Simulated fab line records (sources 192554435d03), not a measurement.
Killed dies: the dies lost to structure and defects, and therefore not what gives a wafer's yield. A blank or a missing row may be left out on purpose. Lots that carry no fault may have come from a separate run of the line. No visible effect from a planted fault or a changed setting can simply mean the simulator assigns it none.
fab line records	flow n5Finfet
record: lots: 7	wafers: 21
route steps=1938 shown SDB@353 HKMG_FIN@433 MOL_CONTACT_COAG@613 BEOL_M0_SAQP@636 BEOL_M1@800 BEOL_M2@881 BEOL_M3@938
startH: hours from the record's opening day to when the first of the lot's shown wafers began	waitH: hours since the lot's step before	" repeats the value in the row above	L1.1+2: a row that stands for several wafers	- no value, or no start was given	* or withheld: withheld	< > ~ a bound
route shown NAME@n: names a module that has steps shown in the file, with the first one's number in the route	usual: mean and standard deviation over wafers with no fault	same: alike in all rows	chamber/n: place in a boat	sites: the reading at each site	_std_site: standard deviation across them	_edge_site: the outer-site mean with the inner-site mean subtracted	radiusMm: for every site, how far away it sits from the centre of the wafer	mask NAME#n: copy n	behind: tool/chamber where the wafer was last shaped	hold: why the lot was held/for how many hours/how that ended	device: the n, p or np transistor that did not switch	end of line: tests of these same wafers at the route's end	step lacking rows: just its recipe	killed: at the first sort, the dies lost to defects and structure; wafer yield is something else	map: the dies of a wafer, with x for killed, . for not killed, _ for no die there
set.NAME: the setting as run; set.NAME@STEP: as run at that earlier step	model.NAME: the simulator's own value behind a step, which no gauge read
lots with deliberately changed settings; one table per step, one row per wafer
== steps ==
step: N5_SDB_EXPOSE_08
recipe: maskId: SDB	na: 1.35	sourceShape: conventional	sigmaOuter: 0.5	polarization: unpolarized	doseMj: 49.6
lot.wafer	tool	chamber	startH	waitH	mask	set.doseMj
L075.1+5	arfiScanner-01	0	71.83	-	SDB#0	48.2
L075.4	"	0	"	"	SDB#0	49.6
L076.1	arfiScanner-01	0	79.30	-	SDB#0	49.6
L076.2+5	"	0	"	"	SDB#0	48.15
L081.1	arfiScanner-03	0	111.52	-	SDB#0	49.6
L081.2+4	"	0	"	"	SDB#0	50.69
L085.1+4	arfiScanner-01	0	131.07	-	SDB#0	49.6
L085.5	"	0	"	"	SDB#0	48.45
L086.2	arfiScanner-01	0	136.69	-	SDB#0	49.6
L086.3+4	"	0	"	"	SDB#0	47.11
L088.2+4+5	arfiScanner-01	0	148.84	-	SDB#0	49.6
L095.4	arfiScanner-01	0	196.40	-	SDB#0	49.6
L095.5+6	"	0	"	"	SDB#0	46.96
step: N5_SDB_PEB_09
recipe: pebTempC: withheld	pebTimeS: 60	resist: CAR-ArF
step: N5_SDB_DEVELOP_10
recipe: developTimeS: 30	developer: TMAH	resist: CAR-ArF	rinseLiquid: diw	dry: airSpin	devTempC: 23
step: N5_SDB_CD_MEAS_11
recipe: targetCdNm: 50	landingEnergyEv: 500	detector: seInlens	polarity: opening
usual: cdNm: 50.1/1.3
lot.wafer	tool	chamber	startH	waitH	set.doseMj@SDB_EXPOSE_08	cdNm
L075.1	cdSem-02	0	71.95	-	48.2	46.5
L075.4	"	0	"	"	49.6	50.7
L075.5	"	0	"	"	48.2	49.1
L076.1	cdSem-03	0	79.42	-	49.6	51.1
L076.2	"	0	"	"	48.15	46.8
L076.5	"	0	"	"	48.15	47.6
L081.1	cdSem-03	0	111.65	-	49.6	49.5
L081.2	"	0	"	"	50.69	55.6
L081.4	"	0	"	"	50.69	53.0
L085.1	cdSem-01	0	131.19	-	49.6	50.1
L085.4	"	0	"	"	49.6	51.1
L085.5	"	0	"	"	48.45	47.5
L086.2	cdSem-02	0	136.81	-	49.6	49.6
L086.3	"	0	"	"	47.11	46.1
L086.4	"	0	"	"	47.11	44.3
L088.2	cdSem-02	0	148.96	-	49.6	52.0
L088.4	"	0	"	"	49.6	51.3
L088.5	"	0	"	"	49.6	50.8
L095.4	cdSem-03	0	196.51	-	49.6	49.5
L095.5	"	0	"	"	46.96	43.7
L095.6	"	0	"	"	46.96	42.2
step: N5_HKMG_FIN_DESCUM_17
recipe: chemistry: O2	timeS: 7.9	sourcePowerW: 50	biasPowerW: 20	pressureMtorr: 20	rfFrequencyHz: 2.712e+07	tempC: 40	resist: CAR-ArF	o2FlowSccm: 225
lot.wafer	tool	chamber	startH	waitH	set.timeS	model.CAR-ArF_of_HKMG_FIN_COAT_06.thkNm
L075.1+4	rieDiel-01	3,0	80.83	0.0	7.9	83.8
L075.5	"	2	"	"	7.9	83.4
L076.1+5	rieDiel-04	2,0	88.50	0.0	7.9	83.2
L076.2	"	1	"	"	9.475	82.4
L081.1	rieDiel-04	3	121.10	0.0	6.506	83.8
L081.2	"	1	"	"	7.9	83
L081.4	"	1	"	"	6.506	84.2
L085.1	rieDiel-01	3	140.73	0.0	6.834	84.4
L085.4	"	2	"	"	7.9	83.4
L085.5	"	0	"	"	6.834	84
L086.2	rieDiel-02	3	146.56	0.0	7.9	84
L086.3+4	"	0,2	"	"	7.9	84.2
L088.2+4+5	rieDiel-02	0,2,2	158.51	0.0	7.9	83.4
L095.4	rieDiel-04	1	206.03	0.0	7.9	84
L095.5	"	3	"	"	7.9	83.8
L095.6	"	2	"	"	7.9	83.4
step: N5_MOL_CONTACT_COAG_ETCHBACK_136
recipe: chemistry: CHF3	target: SiO2	targetDepthA: 250	timeS: 16.7	ionEnergyEv: 200	pressureMtorr: 30	sourceW: 610	biasW: 170	Ar_flow_sccm: 200	CHF3_flow_sccm: 50
lot.wafer	tool	chamber	startH	waitH	set.targetDepthA
L075.1+4+5	rieDiel-02	1,2,3	105.66	0.0	250
L076.1+2+5	rieDiel-02	2,0,3	114.45	0.0	250
L081.1+2	rieDiel-04	1,3	142.94	0.0	250
L081.4	"	0	"	"	270.9
L085.1+4+5	rieDiel-04	2,1,0	168.27	0.0	250
L086.2+3+4	rieDiel-01	1,3,0	171.82	0.0	250
L088.2+4+5	rieDiel-01	3,1,0	186.01	0.0	250
L095.4+5	rieDiel-02	3,1	232.15	0.0	220.1
L095.6	"	0	"	"	250
step: N5_MOL_CONTACT_COAG_STRIP_120
recipe: chemistry: CHF3	resist: SiARC	rfFrequencyHz: 6e+07
step: N5_MOL_CONTACT_COAG_VIA_ETCH_117
recipe: chemistry: C4F6/O2	targetDepthA: 400	overetchA: 80	maskMaterial: SOC	target: SiO2	biasW: 455	pressureMtorr: 10	timeS: 26	sourceW: 325	Ar_flow_sccm: 300	C4F6_flow_sccm: 10	O2_flow_sccm: 10	ionEnergyEv: 575.3	ends: endPoint
lot.wafer	tool	chamber	startH	waitH	set.targetDepthA@MOL_CONTACT_COAG_ETCHBACK_136	model.etch.depthNm	model.MOL_CONTACT_COAG.featureDepthNm
L075.1	rieDiel-02	1	105.69	0.0	250	39.67	39.6
L075.4	"	2	"	"	250	41.17	41.2
L075.5	"	3	"	"	250	39.88	39.8
L076.1	rieDiel-02	2	114.48	0.0	250	41.21	41.2
L076.2	"	0	"	"	250	39.64	39.6
L076.5	"	3	"	"	250	39.87	39.8
L081.1	rieDiel-04	1	142.97	0.0	250	40.2	40.2
L081.2	"	3	"	"	250	40.59	40.6
L081.4	"	0	"	"	270.9	37.69	37.6
L085.1	rieDiel-04	2	168.30	0.0	250	39.71	39.8
L085.4	"	1	"	"	250	40.22	40.2
L085.5	"	0	"	"	250	39.9	40
L086.2	rieDiel-01	1	171.86	0.0	250	40.32	40.4
L086.3	"	3	"	"	250	39.77	39.8
L086.4	"	0	"	"	250	40.05	40
L088.2	rieDiel-01	3	186.05	0.0	250	39.56	39.6
L088.4	"	1	"	"	250	39.85	39.8
L088.5	"	0	"	"	250	39.87	39.8
L095.4	rieDiel-02	3	232.18	0.0	220.1	42.76	42.8
L095.5	"	1	"	"	220.1	42.82	42.8
L095.6	"	0	"	"	250	39.46	39.4
step: N5_BEOL_M0_SAQP_PECVD_96
recipe: material: a-Si	targetThkA: 450	tempC: 350	precursor: SiH4/He	pressureTorr: 3	rfW: 100	timeS: 45.2
lot.wafer	tool	chamber	startH	waitH	set.timeS	model.a-Si_of_BEOL_M0_SAQP_PECVD_96.thkNm
L075.1	pecvd-03	1	112.21	0.0	40.13	40.2
L075.4	"	1	"	"	45.2	46
L075.5	"	2	"	"	45.2	45
L076.1+2	pecvd-02	2,1	121.26	0.0	48.04	47.4
L076.5	"	2	"	"	48.04	47.8
L081.1	pecvd-03	2	148.06	0.0	45.2	45.2
L081.2	"	0	"	"	51.63	51.4
L081.4	"	0	"	"	45.2	45.6
L085.1	pecvd-03	1	176.24	0.0	49.94	51
L085.4	"	1	"	"	49.94	52
L085.5	"	2	"	"	45.2	46
L086.2	pecvd-01	0	180.04	0.0	49.15	48
L086.3	"	2	"	"	45.2	44.6
L086.4	"	1	"	"	45.2	46
L088.2	pecvd-02	1	192.68	0.0	45.2	44.2
L088.4	"	2	"	"	45.2	45.2
L088.5	"	1	"	"	45.2	45
L095.4	pecvd-03	2	237.39	0.0	48.7	50.2
L095.5	"	1	"	"	48.7	50.8
L095.6	"	0	"	"	45.2	46.6
step: N5_BEOL_M0_SAQP_PECVD_04
recipe: material: a-Si	targetThkA: 600	tempC: 350	precursor: SiH4/He	pressureTorr: 3	rfW: 100	timeS: 60.2
lot.wafer	tool	chamber	startH	waitH	set.timeS	model.a-Si_of_BEOL_M0_SAQP_PECVD_04.thkNm
L075.1+4	pecvd-03	1	112.29	0.0	54.43	55.4
L075.5	"	2	"	"	54.43	56.6
L076.1	pecvd-02	2	121.35	0.0	60.2	60.2
L076.2	"	1	"	"	68.69	68.8
L076.5	"	2	"	"	68.69	70.6
L081.1	pecvd-03	2	148.15	0.0	60.2	60.4
L081.2	"	0	"	"	52.31	52.6
L081.4	"	0	"	"	60.2	60.8
L085.1	pecvd-03	1	176.32	0.0	52.57	52.2
L085.4	"	1	"	"	60.2	60.4
L085.5	"	2	"	"	52.57	53
L086.2	pecvd-01	0	180.12	0.0	52.05	50
L086.3	"	2	"	"	60.2	59
L086.4	"	1	"	"	60.2	59.4
L088.2	pecvd-02	1	192.76	0.0	60.2	58.4
L088.4	"	2	"	"	60.2	60.6
L088.5	"	1	"	"	60.2	60.8
L095.4	pecvd-03	2	237.49	0.0	62.55	62.8
L095.5	"	1	"	"	60.2	61.8
L095.6	"	0	"	"	62.55	63.2
step: N5_BEOL_M0_SAQP_THK_MEAS_05
usual: thkNm: 59.9/1.1
lot.wafer	tool	chamber	startH	waitH	set.timeS@BEOL_M0_SAQP_PECVD_04	thkNm
L075.1	filmMetro-01	-	112.39	0.1	54.43	55.3
L075.4	"	-	"	"	54.43	55.4
L075.5	"	-	"	"	54.43	56.6
L076.1	filmMetro-02	-	121.44	0.1	60.2	60.3
L076.2	"	-	"	"	68.69	68.8
L076.5	"	-	"	"	68.69	70.7
L081.1	filmMetro-02	-	148.25	0.1	60.2	60.4
L081.2	"	-	"	"	52.31	52.5
L081.4	"	-	"	"	60.2	60.9
L085.1	filmMetro-01	-	176.42	0.1	52.57	52.2
L085.4	"	-	"	"	60.2	60.4
L085.5	"	-	"	"	52.57	53.0
L086.2	filmMetro-01	-	180.22	0.1	52.05	50.0
L086.3	"	-	"	"	60.2	58.9
L086.4	"	-	"	"	60.2	59.3
L088.2	filmMetro-01	-	192.86	0.1	60.2	58.3
L088.4	"	-	"	"	60.2	60.7
L088.5	"	-	"	"	60.2	60.7
L095.4	filmMetro-01	-	237.55	0.0	62.55	62.8
L095.5	"	-	"	"	60.2	61.8
L095.6	"	-	"	"	62.55	63.3
step: N5_BEOL_M0_SAQP_HM_DEP_111
recipe: material: SiO2	targetThkA: 120	tempC: 400	precursor: SiH4/N2O	pressureTorr: 0.75	rfW: 275	timeS: 7.2
step: N5_BEOL_M0_SAQP_COAT_81
recipe: resist: SOC	tempC: 250	timeS: 60	spinRpm: 1500	resistThkNm: 100
step: N5_BEOL_M0_SAQP_HM_OPEN_112
recipe: chemistry: CHF3/O2	target: SiO2	stopOn: a-Si	targetDepthA: 120	overEtchFrac: 1.25	maskMaterial: SOC	timeS: 13.5	pressureMtorr: 30	sourceW: 650	biasW: 170	Ar_flow_sccm: 200	CHF3_flow_sccm: 50	O2_flow_sccm: 5	ionEnergyEv: 200	ends: endPoint
step: N5_BEOL_M0_SAQP_STRIP_113
recipe: chemistry: CHF3/O2	resist: SiARC	rfFrequencyHz: 6e+07
step: N5_BEOL_M0_SAQP_MANDREL_ETCH_20
recipe: targetDepthA: 600	chemistry: HBr/Cl2	target: a-Si	stopOn: SiNx	btTimeS: 10	maskMaterial: SOC	overEtchFrac: 0.5	timeS: 30	pressureMtorr: 10	icpW: 800	biasW: 75	HBr_flow_sccm: 150	Cl2_flow_sccm: 80	ends: endPoint
usual: oesProductAu: 0.767/0.011
lot.wafer	tool	chamber	startH	waitH	set.timeS@BEOL_M0_SAQP_PECVD_04	oesProductAu	model.etch.depthNm
L075.1	rieSi-03	2	113.24	0.0	54.43	0.732	55.34
L075.4	"	0	"	"	54.43	0.728	55.34
L075.5	"	3	"	"	54.43	0.741	56.41
L076.1	rieSi-05	1	122.40	0.0	60.2	0.768	60.21
L076.2	"	0	"	"	68.69	0.827	68.64
L076.5	"	1	"	"	68.69	0.845	70.6
L081.1	rieSi-03	2	148.97	0.0	60.2	0.773	60.36
L081.2	"	3	"	"	52.31	0.719	52.4
L081.4	"	0	"	"	60.2	0.771	60.87
L085.1	rieSi-01	0	177.15	0.0	52.57	0.717	51.98
L085.4	"	3	"	"	60.2	0.783	60.31
L085.5	"	1	"	"	52.57	0.712	52.85
L086.2	rieSi-03	1	181.01	0.0	52.05	0.690	49.92
L086.3	"	3	"	"	60.2	0.769	58.98
L086.4	"	2	"	"	60.2	0.770	59.21
L088.2	rieSi-05	0	193.73	0.0	60.2	0.758	58.33
L088.4	"	3	"	"	60.2	0.773	60.69
L088.5	"	1	"	"	60.2	0.768	60.59
L095.4	rieSi-03	0	238.40	0.0	62.55	0.791	62.81
L095.5	"	1	"	"	60.2	0.767	61.67
L095.6	"	0	"	"	62.55	0.795	63.27
step: N5_BEOL_M0_SAQP_STRIP_86
recipe: chemistry: N2/H2	powerW: 500	tempC: 40	pressureMtorr: 50	rfFrequencyHz: 6e+07	overashFraction: 0.3	biasPowerW: 28	h2Frac: 0.5	n2FlowSccm: 300	h2FlowSccm: 300
step: N5_BEOL_M0_SAQP_STRIP_115
recipe: chemistry: postEtchResidueRemover	timeS: 60	tempC: 25	removerPh: withheld	removerWaterWtPct: withheld	removerFluorideWtPct: withheld
step: N5_BEOL_M0_SAQP_ETCH_101
recipe: chemistry: CH3F/O2	target: SiNx	maskMaterial: SiO2	targetDepthA: 299	timeS: 42.7	pressureMtorr: 30	sourceW: 395	biasW: 73	Ar_flow_sccm: 150	CH3F_flow_sccm: 30	O2_flow_sccm: 20	ionEnergyEv: 120
step: N5_BEOL_M0_SAQP_ETCH_102
recipe: chemistry: CF4	target: SiO2	targetDepthA: 40	ionEnergyEv: 350	timeS: 4.4	pressureMtorr: 10	icpW: 800	biasW: 400	cf4FlowSccm: 80
step: N5_BEOL_M0_SAQP_MANDREL_ETCH_103
recipe: chemistry: HBr/Cl2	target: a-Si	targetDepthA: 450	btTimeS: 10	stopOn: SiCN	maskMaterial: SiO2	overEtchFrac: 0.8	timeS: 27	pressureMtorr: 10	icpW: 800	biasW: 75	HBr_flow_sccm: 150	Cl2_flow_sccm: 80	ends: endPoint
usual: oesProductAu: 0.682/0.0099
lot.wafer	tool	chamber	startH	waitH	set.timeS@BEOL_M0_SAQP_PECVD_96	oesProductAu	model.etch.depthNm
L075.1	rieSi-01	3	115.24	0.0	40.13	0.642	40.25
L075.4	"	2	"	"	45.2	0.694	45.96
L075.5	"	1	"	"	45.2	0.672	44.92
L076.1	rieSi-01	0	123.86	0.0	48.04	0.714	47.37
L076.2	"	3	"	"	48.04	0.698	47.46
L076.5	"	2	"	"	48.04	0.708	47.78
L081.1	rieSi-03	1	150.51	0.0	45.2	0.668	45.22
L081.2	"	3	"	"	51.63	0.739	51.36
L081.4	"	2	"	"	45.2	0.687	45.69
L085.1	rieSi-03	2	178.74	0.0	49.94	0.732	50.93
L085.4	"	0	"	"	49.94	0.732	51.98
L085.5	"	3	"	"	45.2	0.696	46.01
L086.2	rieSi-05	0	183.25	0.0	49.15	0.703	47.93
L086.3	"	3	"	"	45.2	0.678	44.55
L086.4	"	1	"	"	45.2	0.683	45.96
L088.2	rieSi-03	2	195.56	0.0	45.2	0.678	44.28
L088.4	"	1	"	"	45.2	0.667	45.24
L088.5	"	1	"	"	45.2	0.680	44.97
L095.4	rieSi-01	2	239.93	0.0	48.7	0.735	50.12
L095.5	"	3	"	"	48.7	0.736	50.86
L095.6	"	0	"	"	45.2	0.700	46.64
step: N5_BEOL_M0_SAQP_RECESS_104
recipe: chemistry: HF/NH3	target: SiO2	targetDepthA: 180	afsCycles: 3	tempC: 30	sublimationTempC: 180	sublimationTimeS: 60
step: N5_BEOL_M0_SAQP_COAT_105
recipe: resist: SOC	tempC: 250	timeS: 60	spinRpm: 1500	resistThkNm: 100
step: N5_BEOL_M0_SAQP_ETCH_106
recipe: chemistry: N2/H2	target: SOC	targetDepthA: 1500	stopOn: SiNx	ionEnergyEv: 100	biasW: 61	pressureMtorr: 30	sourceW: 850	n2FlowSccm: 200	h2FlowSccm: 200
step: N5_BEOL_M0_SAQP_ETCH_107
recipe: chemistry: CH3F/O2	target: SiNx	targetDepthA: 300	maskMaterial: SOC	pressureMtorr: 30	sourceW: 395	biasW: 73	Ar_flow_sccm: 150	CH3F_flow_sccm: 30	O2_flow_sccm: 20	ionEnergyEv: 120
lot.wafer	tool	chamber	startH	waitH	set.timeS@BEOL_M0_SAQP_PECVD_96	model.a-Si_of_BEOL_M0_SAQP_PECVD_96.thkNm
L075.1	rieDiel-03	1	115.83	0.0	40.13	39.6
L075.4	"	2	"	"	45.2	45.4
L075.5	"	3	"	"	45.2	44.4
L076.1+2	rieDiel-06	2,0	124.45	0.0	48.04	46.8
L076.5	"	2	"	"	48.04	47.2
L081.1	rieDiel-03	3	151.10	0.0	45.2	44.6
L081.2	"	1	"	"	51.63	50.8
L081.4	"	1	"	"	45.2	45.2
L085.1	rieDiel-06	2	179.41	0.0	49.94	50.4
L085.4	"	1	"	"	49.94	51.4
L085.5	"	1	"	"	45.2	45.4
L086.2	rieDiel-06	0	183.84	0.0	49.15	47.4
L086.3	"	3	"	"	45.2	44
L086.4	"	1	"	"	45.2	45.4
L088.2	rieDiel-03	3	196.43	0.0	45.2	43.8
L088.4	"	1	"	"	45.2	44.6
L088.5	"	3	"	"	45.2	44.4
L095.4	rieDiel-06	1	240.53	0.0	48.7	49.6
L095.5	"	3	"	"	48.7	50.2
L095.6	"	0	"	"	45.2	46
step: N5_BEOL_M1_TRENCH_ETCH_37
recipe: chemistry: C4F6/O2	targetDepthA: 552.07	target: SiOC	timeS: 29	ionEnergyEv: 250	pressureMtorr: 30	sourceW: 355	biasW: 185	Ar_flow_sccm: 300	C4F6_flow_sccm: 10	O2_flow_sccm: 10
usual: rfVppV: 666/15
lot.wafer	tool	chamber	startH	waitH	set.biasW	rfVppV
L075.1	rieDiel-06	2	-	-	169.9	624
L075.4	"	3	"	"	185	670
L075.5	"	0	"	"	185	671
L076.1	rieDiel-05	1	-	-	205.7	747
L076.2	"	3	"	"	185	680
L076.5	"	1	"	"	185	685
L081.1	rieDiel-03	0	-	-	185	682
L081.2	"	2	"	"	185	640
L081.4	"	3	"	"	216.4	761
L085.1	rieDiel-03	1	-	-	185	651
L085.4	"	0	"	"	185	683
L085.5	"	1	"	"	198.9	689
L086.2	rieDiel-06	1	-	-	185	644
L086.3	"	3	"	"	170.2	626
L086.4	"	1	"	"	170.2	604
L088.2	rieDiel-05	2	-	-	185	662
L088.4	"	0	"	"	185	667
L088.5	"	2	"	"	185	663
L095.4	rieDiel-06	2	-	-	213.6	758
L095.5	"	2	"	"	185	677
L095.6	"	3	"	"	213.6	748
step: N5_BEOL_M2_ETCH_69
recipe: chemistry: CF4	target: SiARC	targetDepthA: 156	maskMaterial: CAR-EUV	timeS: 26	ionEnergyEv: 80	pressureMtorr: 40	sourceW: 545	biasW: 36	Ar_flow_sccm: 100	cf4FlowSccm: 100	ends: cleared
usual: rfVppV: 184.1/1.1
lot.wafer	tool	chamber	startH	waitH	set.biasW	rfVppV
L075.1	rieDiel-04	1	140.05	0.0	32.16	171.1
L075.4	"	2	"	"	32.16	172.5
L075.5	"	3	"	"	32.16	171.8
L076.1	rieDiel-01	1	143.53	0.0	39.01	192.8
L076.2	"	3	"	"	39.01	193.2
L076.5	"	2	"	"	36	183.8
L081.1	rieDiel-02	2	172.76	0.0	36	185.1
L081.2	"	3	"	"	32.34	172.6
L081.4	"	0	"	"	32.34	170.7
L085.1	rieDiel-01	2	210.24	0.0	40.74	197.6
L085.4	"	3	"	"	36	182.5
L085.5	"	2	"	"	40.74	199.2
L086.2	rieDiel-04	3	214.35	0.0	36	184.9
L086.3	"	1	"	"	40.24	197.5
L086.4	"	3	"	"	36	185.1
L088.2	rieDiel-01	0	230.13	0.0	36	183.4
L088.4	"	3	"	"	36	183.2
L088.5	"	2	"	"	36	184.1
L095.4	rieDiel-01	1	273.21	0.0	39.6	194.2
L095.5	"	3	"	"	36	183.6
L095.6	"	2	"	"	39.6	197.4
step: N5_BEOL_M3_COAT_05
recipe: resist: CAR-EUV	spinRpm: 1500	resistThkNm: 30
lot.wafer	tool	chamber	startH	waitH	set.spinRpm	model.CAR-EUV_of_BEOL_M3_COAT_05.thkNm
L075.1+4	lithoTrack-04	0	-	-	1351	31.6
L075.5	"	0	"	"	1500	30
L076.1+5	lithoTrack-04	0	-	-	1414	30.8
L076.2	"	0	"	"	1500	30
L081.1+2	lithoTrack-01	0	-	-	1500	30
L081.4	"	0	"	"	1542	29.6
L085.1+4	lithoTrack-04	0	-	-	1500	30
L085.5	"	0	"	"	1500	30.2
L086.2	lithoTrack-01	0	-	-	1500	30
L086.3+4	"	0	"	"	1560	29.4
L088.2+4+5	lithoTrack-04	0	-	-	1500	30
L095.4+5	lithoTrack-04	0	-	-	1387	31.2
L095.6	"	0	"	"	1500	30
== key ==
split: step: N5_SDB_EXPOSE_08	setting: doseMj	stated: 49.6	by: wafer
response: step: N5_SDB_CD_MEAS_11	reading: cdNm	change: +1.17	per: 1%	r: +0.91
split: step: N5_HKMG_FIN_DESCUM_17	setting: timeS	stated: 7.9	by: wafer
response: step: N5_HKMG_FIN_DESCUM_17	reading: model.CAR-ArF_of_HKMG_FIN_COAT_06.thkNm	change: -0.0498	per: 1%	r: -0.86
split: step: N5_MOL_CONTACT_COAG_ETCHBACK_136	setting: targetDepthA	stated: 250	by: wafer
response: step: N5_MOL_CONTACT_COAG_VIA_ETCH_117	reading: model.etch.depthNm	change: -0.293	per: 1%	r: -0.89
response: step: N5_MOL_CONTACT_COAG_VIA_ETCH_117	reading: model.MOL_CONTACT_COAG.featureDepthNm	change: -0.301	per: 1%	r: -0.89
split: step: N5_BEOL_M0_SAQP_PECVD_96	setting: timeS	stated: 45.2	by: wafer
response: step: N5_BEOL_M0_SAQP_PECVD_96	reading: model.a-Si_of_BEOL_M0_SAQP_PECVD_96.thkNm	change: +0.446	per: 1%	r: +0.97
response: step: N5_BEOL_M0_SAQP_MANDREL_ETCH_103	reading: oesProductAu	change: +0.0038	per: 1%	r: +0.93
response: step: N5_BEOL_M0_SAQP_MANDREL_ETCH_103	reading: model.etch.depthNm	change: +0.44	per: 1%	r: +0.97
response: step: N5_BEOL_M0_SAQP_ETCH_107	reading: model.a-Si_of_BEOL_M0_SAQP_PECVD_96.thkNm	change: +0.444	per: 1%	r: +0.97
split: step: N5_BEOL_M0_SAQP_PECVD_04	setting: timeS	stated: 60.2	by: wafer
response: step: N5_BEOL_M0_SAQP_PECVD_04	reading: model.a-Si_of_BEOL_M0_SAQP_PECVD_04.thkNm	change: +0.64	per: 1%	r: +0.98
response: step: N5_BEOL_M0_SAQP_THK_MEAS_05	reading: thkNm	change: *	per: 1%	r: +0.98
response: step: N5_BEOL_M0_SAQP_MANDREL_ETCH_20	reading: oesProductAu	change: +0.00507	per: 1%	r: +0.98
response: step: N5_BEOL_M0_SAQP_MANDREL_ETCH_20	reading: model.etch.depthNm	change: +0.644	per: 1%	r: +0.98
split: step: N5_BEOL_M1_TRENCH_ETCH_37	setting: biasW	stated: 185	by: wafer
response: step: N5_BEOL_M1_TRENCH_ETCH_37	reading: rfVppV	change: +5.22	per: 1%	r: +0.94
split: step: N5_BEOL_M2_ETCH_69	setting: biasW	stated: 36	by: wafer
response: step: N5_BEOL_M2_ETCH_69	reading: rfVppV	change: +1.18	per: 1%	r: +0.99
split: step: N5_BEOL_M3_COAT_05	setting: spinRpm	stated: 1500	by: wafer
response: step: N5_BEOL_M3_COAT_05	reading: model.CAR-EUV_of_BEOL_M3_COAT_05.thkNm	change: -0.156	per: 1%	r: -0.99
